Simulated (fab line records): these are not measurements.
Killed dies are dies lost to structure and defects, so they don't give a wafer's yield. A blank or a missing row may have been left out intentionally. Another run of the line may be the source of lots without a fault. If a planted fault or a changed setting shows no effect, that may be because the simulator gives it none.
Matching of chambers -- flow nandHarc -- 4 sister chambers for NHARC_P_BONDPAD_ETCH_37 on rieDiel-06
The step etches the open film in N2/H2, target depth 60 nm, overetch 18 nm, time 65.91 s. 24 wafers are shown with their chamber, then 12 later ones without.

## WAFERS PAIRED WITH THEIR CHAMBERS
wafer,chamber,drypumpMotorCurrentA (A),rfVppV (V),n2FlowSccm (sccm)
L074.3,1,6.5,431.6,149.6
L074.5,1,6.5,430.3,149.9
L074.6,0,5.2,427.2,150.2
L078.3,2,5.6,435.5,150.7
L078.4,3,6.0,426.1,150.9
L078.5,0,5.2,426.6,150.9
L080.1,1,6.5,429.7,150.3
L080.2,3,6.0,427.8,149.8
L080.3,0,5.2,426.6,150.0
L081.2,2,5.5,436.3,149.7
L081.3,3,6.0,427.4,149.7
L081.6,0,5.1,427.8,149.8
L082.2,2,5.6,433.5,149.8
L082.3,3,6.0,428.7,149.8
L082.4,1,6.5,431.5,149.4
L083.1,2,5.6,435.1,151.0
L083.2,0,5.2,426.8,150.6
L083.3,3,6.0,427.4,149.2
L085.1,3,6.0,427.5,150.4
L085.3,2,5.6,434.3,150.1
L085.4,0,5.2,428.4,149.4
L086.2,1,6.5,429.1,149.8
L086.3,0,5.2,426.7,149.6
L086.5,3,6.0,428.7,149.9

SIGNATURES (means of the wafers above)
reading,chamber 0,chamber 1,chamber 2,chamber 3,scatter within a chamber
drypumpMotorCurrentA,5.186,6.500,5.580,6.000,0.0288
rfVppV,427.157,430.440,434.940,427.657,0.927
n2FlowSccm,150.071,149.800,150.260,149.957,0.513
Rule: for each reading, subtract the chamber's mean from the wafer's reading, divide by that reading's scatter and square the result; add these up over the readings and take the root, which gives the wafer's distance from the chamber. If the next closest chamber is less than 2 further off than the closest, the wafer can't be placed; otherwise it belongs to the closest. The scatter is the square root of a quotient: the sum, over the shown wafers, of each reading's squared deviation from its chamber's mean, divided by wafers minus chambers.

## WAFERS WHOSE CHAMBER IS MISSING
wafer,drypumpMotorCurrentA (A),rfVppV (V),n2FlowSccm (sccm)
L089.2,5.5,435.3,149.8
L089.5,6.0,428.0,149.6
L089.6,5.2,426.7,150.7
L094.2,6.0,427.0,149.2
L094.3,6.5,429.8,150.0
L094.6,5.6,435.0,149.4
L095.1,5.6,434.1,149.7
L095.2,6.5,430.6,149.1
L095.4,5.2,426.0,149.9
L096.1,5.5,434.6,149.9
L096.2,6.5,429.6,149.8
L096.6,6.5,429.6,149.7

## WHICH CHAMBER EACH WENT THROUGH
wafer,from the rows above,in truth
L089.2,2,2
L089.5,3,3
L089.6,0,0
L094.2,3,3
L094.3,1,1
L094.6,2,2
L095.1,2,2
L095.2,1,1
L095.4,0,0
L096.1,2,2
L096.2,1,1
L096.6,1,1
12 of 12 placed correctly. From these rows, 0 cannot be placed. 0 placed wrongly.
